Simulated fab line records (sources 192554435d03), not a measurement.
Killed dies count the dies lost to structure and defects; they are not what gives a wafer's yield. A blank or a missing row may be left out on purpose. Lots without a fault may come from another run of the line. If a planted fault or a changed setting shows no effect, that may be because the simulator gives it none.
A single fault, viewed from 3 desks + flow n5_finfet + numbers are kept per desk, each desk with only its own; the story behind them comes last

== FOR THE TOOL OWNER'S DESK: rie_diel-05 ==
The tool's own readings at N5_HKMG_FIN_ETCH_58 (etches SOC in N2/H2, target depth 215.8 nm, time 741 s): means of the sampled wafers that have a number, for each lot that ran on this tool. Marked OUT: a lot whose mean sits more than 4 standard deviations from the usual mean, which makes it out of limits; the brackets give that distance.
Columns: A = drypump_motor_current_A at N5_HKMG_FIN_ETCH_58, usual 5.8 A; B = n2_flow_sccm at N5_HKMG_FIN_ETCH_58, usual 200.0 sccm; C = oes_product_au at N5_HKMG_FIN_ETCH_58, usual 0.76 a.u.; D = rf_vpp_V at N5_HKMG_FIN_ETCH_58, usual 99.2 V; E = run_length_s at N5_HKMG_FIN_ETCH_58, usual 764.4 s; F = showerhead_plenum_p_Torr at N5_HKMG_FIN_ETCH_58, usual 2.56 Torr; G = throttle_valve_pct at N5_HKMG_FIN_ETCH_58, usual 17.73 %
| lot  | first seen here | A   | B     | C    | D     | E                       | F    | G     |
|------|-----------------|-----|-------|------|-------|-------------------------|------|-------|
| L592 | day 4 07:57     | 6.1 | 199.8 | 0.87 | 99.3  | 764.6                   | 2.50 | 17.39 |
| L610 | day 9 08:46     | 5.8 | 200.6 | 0.77 | 100.1 | 428.5 (-99 or more) OUT | 2.55 | 17.59 |
| L612 | day 9 16:38     | 5.6 | 200.6 | 0.72 | 98.9  | 428.6 (-99 or more) OUT | 2.56 | 17.67 |
| L611 | day 9 22:53     | 6.0 | 199.6 | 0.77 | 98.7  | 428.8 (-99 or more) OUT | 2.51 | 17.62 |
This desk's verdict: out of limits on L610, L611, L612, starting with L610 at day 9 08:46 (run_length_s at N5_HKMG_FIN_ETCH_58). L592: within limits.

== THE DEFECT DESK ==
Per lot, the means of the sampled wafers with a number show what the inspections along the route counted. Marked OUT: a lot whose mean sits more than 4 standard deviations from the usual mean, which makes it out of limits; the brackets give that distance.
Columns: A = raw_defect_count at N5_HKMG_FIN_INSPECT_61, usual 2.0
| lot  | first seen here | A   |
|------|-----------------|-----|
| L592 | day 4 07:37     | 3.3 |
| L593 | day 4 10:32     | 1.7 |
| L610 | day 9 08:26     | 2.7 |
| L612 | day 9 16:18     | 2.3 |
| L614 | day 9 19:40     | 4.7 |
| L611 | day 9 22:32     | 2.7 |
| L613 | day 9 23:19     | 1.3 |
Result from this desk: across the 7 lots, nothing is out of limits.

== THE METROLOGY DESK ==
Means of the sampled wafers that have a number, per lot and without regard to the tool the lot ran on: this is what the gauges read. Marked OUT: a lot whose mean sits more than 4 standard deviations from the usual mean, which makes it out of limits; the brackets give that distance.
Columns: A = cd_nm at N5_HKMG_FIN_CD_MEAS_49, usual 202.4 nm; B = NDIPOLE_OVL at N5_HKMG_FIN_OVL_MEAS_50, usual 0.0 nm
| lot  | first seen here | A     | B    |
|------|-----------------|-------|------|
| L592 | day 4 07:34     | 202.0 | 0.3  |
| L593 | day 4 10:29     | 202.4 | 0.5  |
| L610 | day 9 08:23     | 201.9 | 0.4  |
| L612 | day 9 16:14     | 202.7 | 0.3  |
| L614 | day 9 19:37     | 202.4 | -0.3 |
| L611 | day 9 22:28     | 202.5 | 0.0  |
| L613 | day 9 23:16     | 202.7 | 0.0  |
Result from this desk: across the 7 lots, nothing is out of limits.

== ALL TOGETHER ==
The tool owner's desk had the chance to raise an alarm at day 9 08:46 on L610, L611, L612.
No out-of-limits result turned up at the defect desk.
The metrology desk saw nothing out of limits.
The defect desk has L610, L611, L612 on record, within its limits.
The metrology desk holds a record of L610, L611, L612, inside its limits.
Of the lots named, all ran N5_HKMG_FIN_ETCH_58 on rie_diel-05.

== WHAT THE SIMULATOR PUT IN ==
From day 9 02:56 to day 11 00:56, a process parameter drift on rie_diel-05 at N5_HKMG_FIN_ETCH_58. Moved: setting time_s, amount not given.
Shown lots that were struck: L610, L611, L612.
Time in hours from fault onset to the first out-of-limits reading at each desk: the tool owner's desk, 6.
